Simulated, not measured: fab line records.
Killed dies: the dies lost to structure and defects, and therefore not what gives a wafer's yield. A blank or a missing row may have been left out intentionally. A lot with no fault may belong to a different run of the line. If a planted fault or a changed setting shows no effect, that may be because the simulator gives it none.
fab line records	flow nand-harc
record lots=12	wafers=36	last-day=33
route steps=1302 shown A_CHANNEL_HOLE_D1@484 A_CHANNEL_FILL_D1@513 A_DECK1_JOINT@518 END@1302
lots with no fault: from the same line, run without faults
start-h: hours from the record's first day to the start of the lot's first wafer shown	wait-h: hours from the lot's prior step to this one	" repeats the value in the row above	L1.1+2: a single row standing in for several wafers	- no value, or no start given	* or withheld: withheld	< > ~ a bound
route shown NAME@n: names a module that has steps shown in the file, with the first one's number in the route	usual: the fault-free wafers' mean and standard deviation	same: alike in all rows	chamber/n: place in a boat	sites: the reading at each site	_std_site: their standard deviation	_edge_site: inner sites' mean taken away from outer sites' mean	radius-mm: how far each site lies from the wafer's centre	mask NAME#n: copy n	behind: the last tool/chamber to shape the wafer	hold: why the lot was held/for how many hours/how that ended	device: the transistor (n, p or np) that didn't switch	end of line: the tests these same wafers got at the end of their route	a step with no rows: only its recipe	killed: dies lost to structure and defects at the first sort, not the wafer's yield	map: shows each die of a wafer: x if killed, . if not, _ if none is there
set.NAME: the run value of the setting; set.NAME@STEP: its run value at that earlier step	model.NAME: the simulator's own value behind a step, which no gauge read
a sample of lots followed through the steps of the route, with each step as a table and each wafer as a row
services: from which hour (start-h, from the record's first day; less than 0 if before it) a tool's chamber was out of use, for how many hours, and why
## steps
# step NHARC_A_CHANNEL_HOLE_D1_STRIP_27
# recipe o2-flow-sccm=500	ar-flow-sccm=0	bias-w=0	chemistry=O2
# usual drypump-motor-current-A=5.9/0.34	oes-product-au=0.998/0.011	rf-vpp-V=57.8/0.86	showerhead-plenum-p-Torr=3.56/0.14	throttle-valve-pct=17.036/0.0086
lot.wafer	tool	chamber	start-h	wait-h	drypump-motor-current-A	oes-product-au	rf-hours-counter-h	rf-vpp-V	showerhead-plenum-p-Torr	throttle-valve-pct
L107.2	rie-diel-06	1	-	-	6.2	1.007	16	58.0	3.52	17.041
L107.3	"	2	"	"	5.0	0.994	17	58.7	3.56	17.034
L107.5	"	0	"	"	6.1	0.987	-	58.2	3.61	17.029
L109.2	rie-diel-12	2	-	-	5.8	0.993	12	57.9	3.74	17.027
L109.4	"	0	"	"	6.0	1.000	12	58.9	3.64	17.047
L109.5	"	1	"	"	5.8	0.971	-	59.0	3.68	17.018
L110.1	rie-diel-07	1	-	-	6.7	1.031	23	56.6	3.36	17.020
L110.2	"	0	"	"	6.2	0.988	28	59.7	3.40	17.045
L110.5	"	1	"	"	6.7	1.024	-	58.7	3.36	17.024
L113.2	rie-diel-12	0	-	-	6.0	1.002	15	58.8	3.64	17.043
L113.3	"	2	"	"	5.9	1.009	16	57.9	3.74	17.048
L113.5	"	0	"	"	6.0	1.004	-	56.6	3.64	17.035
L121.4	rie-diel-12	3	-	-	6.1	1.014	5	57.1	3.36	17.037
L121.1	"	0	"	"	6.1	0.998	4	58.4	3.63	17.044
L121.5	"	2	"	"	5.9	1.014	-	56.1	3.73	17.035
L122.2	rie-diel-12	3	-	-	6.1	1.004	5	57.8	3.36	17.041
L122.1	"	0	"	"	6.1	1.005	4	59.4	3.63	17.055
L122.5	"	3	"	"	6.2	1.003	-	57.4	3.36	17.024
L124.2	rie-diel-12	1	-	-	5.8	0.991	8	58.8	3.67	17.046
L124.6	"	2	"	"	5.8	1.011	-	59.1	3.73	17.022
L124.5	"	3	"	"	6.1	1.012	-	58.7	3.36	17.039
L126.2	rie-diel-07	0	-	-	6.2	0.998	23	55.3	3.37	17.040
L126.3	"	2	"	"	5.7	0.992	29	56.3	3.73	17.039
L126.5	"	0	"	"	6.2	0.993	-	57.0	3.37	17.056
L125.2	rie-diel-07	3	-	-	5.6	0.998	28	56.9	3.45	17.037
L125.1	"	0	"	"	6.2	0.988	24	57.0	3.37	17.043
L125.3	"	1	"	"	6.7	1.017	25	56.7	3.33	17.033
L127.1	rie-diel-12	2	-	-	5.8	0.995	9	58.5	3.73	17.036
L127.4	"	3	"	"	6.2	1.000	9	58.0	3.36	17.037
L127.5	"	3	"	"	6.2	1.014	-	57.1	3.36	17.033
L129.1	rie-diel-12	0	-	-	6.1	0.994	9	58.2	3.63	17.020
L129.5	"	1	"	"	5.8	0.992	-	58.4	3.67	17.047
L129.6	"	2	"	"	5.9	1.012	-	58.2	3.73	17.043
L128.4	rie-diel-06	2	-	-	5.0	0.975	32	57.8	3.52	17.033
L128.1	"	0	"	"	6.1	0.987	33	57.6	3.57	17.036
L128.5	"	1	"	"	6.2	1.001	-	58.9	3.48	17.026
# step NHARC_A_CHANNEL_FILL_D1_CMP_10
# recipe target-thk-nm=150
# usual motor-current-A=11.3/1.2	pad-life-wafers=176/100	slurry-filter-dp-kPa=13.49/0.14	time-to-endpoint-s=15.0/2.2
lot.wafer	tool	chamber	start-h	wait-h	motor-current-A	pad-life-wafers	slurry-filter-dp-kPa	time-to-endpoint-s
L107.3	cmp-04	2	245.01	0.4	9.3	114	13.58	13.8
L107.2	"	0	"	"	12.4	116	13.37	17.8
L107.5	"	2	"	"	10.5	-	13.40	14.0
L110.2	cmp-02	2	259.01	0.4	11.1	42	13.39	13.1
L110.1	"	0	"	"	12.2	44	13.69	16.1
L110.5	"	2	"	"	11.9	-	13.45	11.4
L109.4	cmp-04	3	259.06	0.4	9.6	164	13.58	18.3
L109.2	"	0	"	"	12.3	165	13.58	14.7
L109.5	"	2	"	"	10.4	-	13.49	14.0
L113.3	cmp-02	2	317.95	0.4	11.9	240	13.46	24.9
L113.2	"	3	"	"	9.7	241	13.49	13.8
L113.5	"	3	"	"	9.4	-	13.27	13.8
L122.2	cmp-01	2	377.04	0.4	11.4	366	13.36	13.7
L122.1	"	1	"	"	13.3	369	13.42	15.5
L122.5	"	2	"	"	11.7	-	13.40	13.3
L121.4	cmp-02	0	377.07	0.4	12.3	121	13.76	16.3
L121.1	"	1	"	"	12.5	122	13.49	14.0
L121.5	"	3	"	"	10.2	-	13.38	16.1
L125.3	cmp-04	2	418.70	0.4	10.3	42	13.51	15.1
L125.2	"	3	"	"	9.4	43	13.47	13.5
L125.1	"	0	"	"	12.6	44	13.40	16.0
L126.3	cmp-01	2	418.71	0.4	12.2	102	13.67	13.9
L126.2	"	1	"	"	14.3	105	13.64	17.2
L126.5	"	2	"	"	12.5	-	13.43	14.9
L124.2	cmp-02	2	418.75	0.4	11.4	242	13.59	13.9
L124.5	"	0	"	"	11.7	-	13.42	15.3
L124.6	"	1	"	"	12.3	-	13.30	11.1
L127.1	cmp-02	0	434.17	0.4	11.4	314	13.42	13.9
L127.4	"	1	"	"	13.0	315	13.30	11.3
L127.5	"	3	"	"	10.0	-	13.63	15.5
L128.4	cmp-04	0	458.91	0.4	12.9	193	13.63	18.3
L128.1	"	2	"	"	9.6	195	13.36	15.3
L128.5	"	0	"	"	11.9	-	13.44	16.0
L129.1	cmp-02	1	458.91	0.4	12.2	55	13.59	10.5
L129.5	"	0	"	"	11.3	-	13.52	14.2
L129.6	"	1	"	"	12.0	-	13.41	10.3
# step NHARC_A_DECK1_JOINT_ETCHBACK_07
# recipe target-depth-a=1050	time-s=26.9	hbr-flow-sccm=150	rf-w=350	icp-w=350	bias-w=60	chemistry=HBr
# usual drypump-motor-current-A=5.9/0.49	oes-product-au=0.999/0.01	rf-fwd-power-W=343.7/2.1	throttle-valve-pct=23.265/0.0089
lot.wafer	tool	chamber	start-h	wait-h	drypump-motor-current-A	oes-product-au	rf-fwd-power-W	rf-hours-counter-h	throttle-valve-pct
L107.2	rie-si-02	2	245.48	0.1	5.6	1.006	344.7	0.9	23.265
L107.3	"	3	"	"	6.8	0.987	342.0	0.8	23.270
L107.5	"	2	"	"	5.7	1.015	345.4	-	23.261
L109.4	rie-si-02	1	259.48	0.1	5.3	0.987	344.6	1.0	23.258
L109.2	"	3	"	"	6.8	1.000	340.3	0.9	23.263
L109.5	"	2	"	"	5.6	1.010	343.1	-	23.252
L110.2	rie-si-05	0	259.48	0.1	6.1	1.011	345.7	1.0	23.269
L110.1	"	3	"	"	6.4	0.995	344.6	0.7	23.266
L110.5	"	0	"	"	6.0	1.012	344.7	-	23.262
L113.2	rie-si-02	3	318.42	0.1	6.8	0.985	340.0	0.1	23.278
L113.3	"	2	"	"	5.7	1.007	346.3	0.1	23.262
L113.5	"	0	"	"	5.4	1.018	341.1	-	23.274
L121.1	rie-si-05	0	377.52	0.1	6.1	1.002	347.3	0.4	23.274
L121.4	"	1	"	"	6.1	0.989	345.7	0.4	23.268
L121.5	"	0	"	"	6.1	1.008	346.6	-	23.257
L122.2	rie-si-02	2	377.53	0.1	5.6	0.996	344.9	0.6	23.266
L122.1	"	0	"	"	5.4	1.017	340.8	0.6	23.267
L122.5	"	1	"	"	5.2	0.992	342.8	-	23.277
L125.1	rie-si-05	0	419.18	0.1	6.1	1.012	346.5	0.6	23.292
L125.2	"	2	"	"	6.2	0.986	344.9	0.8	23.270
L125.3	"	3	"	"	6.4	0.996	342.9	0.8	23.251
L126.2	rie-si-01	2	419.18	0.1	5.4	0.996	341.5	0.2	23.258
L126.3	"	1	"	"	5.5	0.995	346.4	0.2	23.262
L126.5	"	2	"	"	5.4	0.984	342.7	-	23.283
L124.2	rie-si-02	0	419.20	0.1	5.4	1.018	340.2	0.8	23.277
L124.5	"	2	"	"	5.7	1.009	344.5	-	23.264
L124.6	"	3	"	"	6.8	0.985	342.3	-	23.261
L127.4	rie-si-02	3	434.63	0.1	6.8	0.995	340.8	1.0	23.284
L127.1	"	0	"	"	5.4	1.012	341.8	1.0	23.262
L127.5	"	2	"	"	5.7	1.000	344.7	-	23.263
L128.1	rie-si-01	0	459.37	0.1	5.9	1.021	342.4	0.3	23.275
L128.4	"	2	"	"	5.4	0.996	343.0	0.5	23.260
L128.5	"	3	"	"	6.4	1.001	341.3	-	23.261
L129.1	rie-si-05	2	459.40	0.1	6.3	0.999	343.7	1.1	23.256
L129.6	"	1	"	"	6.0	1.000	348.2	-	23.256
L129.5	"	2	"	"	6.2	0.994	345.1	-	23.248
# step NHARC_A_DECK1_JOINT_THK_MEAS_14
# recipe thk-meas-gauge=ellipsometry
# usual thk-nm=50.6/1.3
lot.wafer	tool	chamber	start-h	wait-h	thk-nm
L107.2	film-metro-02	-	255.85	0.2	48.9
L107.3	"	-	"	"	50.7
L107.5	"	-	"	"	51.7
L110.1	film-metro-02	-	269.83	0.2	52.7
L110.2	"	-	"	"	51.7
L110.5	"	-	"	"	53.5
L109.2	film-metro-01	-	269.83	0.2	50.8
L109.4	"	-	"	"	50.2
L109.5	"	-	"	"	51.3
L113.2	film-metro-02	-	329.10	0.2	51.8
L113.3	"	-	"	"	50.6
L113.5	"	-	"	"	51.8
L121.1	film-metro-01	-	387.88	0.2	49.4
L121.4	"	-	"	"	50.8
L121.5	"	-	"	"	51.1
L122.1	film-metro-01	-	387.89	0.2	50.2
L122.2	"	-	"	"	50.2
L122.5	"	-	"	"	50.8
L126.2	film-metro-01	-	429.49	0.2	49.1
L126.3	"	-	"	"	49.4
L126.5	"	-	"	"	51.0
L125.1	film-metro-02	-	429.50	0.2	49.3
L125.2	"	-	"	"	49.3
L125.3	"	-	"	"	47.5
L124.2	film-metro-01	-	429.64	0.2	51.5
L124.5	"	-	"	"	49.9
L124.6	"	-	"	"	51.6
L127.1	film-metro-02	-	445.17	0.2	48.9
L127.4	"	-	"	"	50.6
L127.5	"	-	"	"	47.6
L128.1	film-metro-02	-	469.89	0.2	51.4
L128.4	"	-	"	"	52.1
L128.5	"	-	"	"	50.8
L129.1	film-metro-01	-	470.04	0.2	50.7
L129.5	"	-	"	"	49.6
L129.6	"	-	"	"	49.8
# step NHARC_END_SORT_01
# recipe temp-c=25
# usual killed-at-array=58/17	killed-at-other=1.0/1.4	killed-at-periphery=3.6/2.4	killed-dies=62/17	killed-open=3.4/2	killed-short=2.2/1.6
# same gross-dies=677
lot.wafer	tool	chamber	start-h	wait-h	killed-at-array	killed-at-other	killed-at-periphery	killed-dies	killed-open	killed-short
L113.2	prober-02	0	647.04	2.8	79	2	1	82	8	4
L113.3	prober-02	0	647.85	3.1	60	0	5	65	2	3
L113.5	prober-02	0	649.46	3.7	70	1	5	76	1	0
L121.1	prober-01	0	690.08	2.5	62	1	9	72	5	3
L121.4	prober-01	0	692.50	3.4	66	1	9	76	4	1
L121.5	prober-01	0	693.30	3.7	66	0	5	71	4	1
# killed by level:class
L113.2 A_CHANNEL_HOLE_D2:chamber-film-flake=30 A_CHANNEL_HOLE_D1:chamber-film-flake=28 A_STAIRCASE:chamber-film-flake=3 A_ZERO_WELL:chamber-film-flake=2 A_CHANNEL_FILL_D2:chamber-film-flake=2 THIN_TSV:chamber-film-flake=2 P_GATE:geometric-particle:open=1 A_ONON_D1:geometric-particle:short=1
L113.3 A_CHANNEL_HOLE_D2:chamber-film-flake=22 A_CHANNEL_HOLE_D1:chamber-film-flake=20 A_CHANNEL_FILL_D2:chamber-film-flake=4 A_STAIRCASE:chamber-film-flake=4 P_ZERO_WELL:chamber-film-flake=3 A_DECK1_JOINT:chamber-film-flake=2 A_CONTACT:chamber-film-flake=2 A_ONON_D1:geometric-particle:open=1
L113.5 A_CHANNEL_HOLE_D2:chamber-film-flake=33 A_CHANNEL_HOLE_D1:chamber-film-flake=31 P_ZERO_WELL:chamber-film-flake=2 P_M1:chamber-film-flake=2 A_DECK1_JOINT:chamber-film-flake=2 P_CONTACT:geometric-particle:open=1 A_ZERO_WELL:chamber-film-flake=1 A_CHANNEL_FILL_D1:chamber-film-flake=1
L121.1 A_CHANNEL_HOLE_D1:chamber-film-flake=29 A_CHANNEL_HOLE_D2:chamber-film-flake=20 P_M0:chamber-film-flake=6 A_WL_FILL:chamber-film-flake=3 A_SLIT:chamber-film-flake=2 P_GATE:geometric-particle:open=1 P_CONTACT:geometric-particle:short=1 P_M1:geometric-particle:open=1
L121.4 A_CHANNEL_HOLE_D1:chamber-film-flake=29 A_CHANNEL_HOLE_D2:chamber-film-flake=19 A_CONTACT:chamber-film-flake=11 P_M0:chamber-film-flake=4 A_M0:chamber-film-flake=2 P_CONTACT:geometric-particle:open=1 P_M1:geometric-particle:open=1 A_SOURCE_PLATE:geometric-particle:short=1
L121.5 A_CHANNEL_HOLE_D1:chamber-film-flake=29 A_CHANNEL_HOLE_D2:chamber-film-flake=22 A_CONTACT:chamber-film-flake=5 P_M0:chamber-film-flake=3 A_WL_FILL:chamber-film-flake=2 P_M0:geometric-particle:short=1 A_CHANNEL_HOLE_D2:geometric-particle:open=1 A_CHANNEL_FILL_D2:geometric-particle:open=1
## services
tool	chamber	start-h	hours	kind
rie-si-05	0	166.33	4.1	repair
rie-si-02	-	173.73	1.3	repair
cmp-02	-	176.02	1.0	repair
rie-si-05	3	187.47	11.6	repair
rie-si-05	1	204.08	2.2	repair
cmp-04	-	209.00	4.0	pm
rie-si-02	1	240.69	1.3	repair
cmp-02	-	242.74	4.0	pm
cmp-04	-	253.69	2.8	repair
rie-diel-12	-	268.69	9.0	pm
rie-si-02	-	277.00	9.0	pm
cmp-04	-	303.00	1.7	repair
rie-si-05	-	305.00	9.0	pm
cmp-04	-	307.00	4.0	pm
rie-si-02	-	307.67	0.7	repair
rie-diel-12	0	315.35	6.9	repair
cmp-04	-	318.89	0.9	repair
rie-si-02	0	333.15	1.3	repair
cmp-02	-	340.74	4.0	pm
rie-diel-12	2	352.80	5.7	repair
rie-diel-12	3	373.11	1.5	repair
rie-diel-12	0	414.41	10.0	repair
cmp-02	-	438.74	4.0	pm
rie-si-02	-	454.00	9.0	pm
## key
first-sign step=NHARC_A_CHANNEL_FILL_D1_CMP_10	reading=time-to-endpoint-s	direction=up	sigmas=4.6	usual=*	struck=*
effect none on later readings
met-at NHARC_A_CHANNEL_FILL_D1_CMP_10
struck-lots L113
struck-wafers L113.3
tester-left-out L113
not-acting-at NHARC_A_CHANNEL_HOLE_D1_STRIP_27,NHARC_A_DECK1_JOINT_ETCHBACK_07,NHARC_A_DECK1_JOINT_THK_MEAS_14
onset-between 259.01 317.95
fault kind=process-parameter-drift	tool=cmp-02	chamber=2	onset-h=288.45	steps=NHARC_A_CHANNEL_FILL_D1_CMP_10	channel=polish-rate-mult	offset=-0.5	shape=step	end-h=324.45
# tester-left-out: of these lots the tester's yield and bins aren't shown, on N5 and GAA mostly nor the transistor test; their killed dies are dies lost to structure and defects alone, not to doping, threshold or leakage, so they don't give the yield
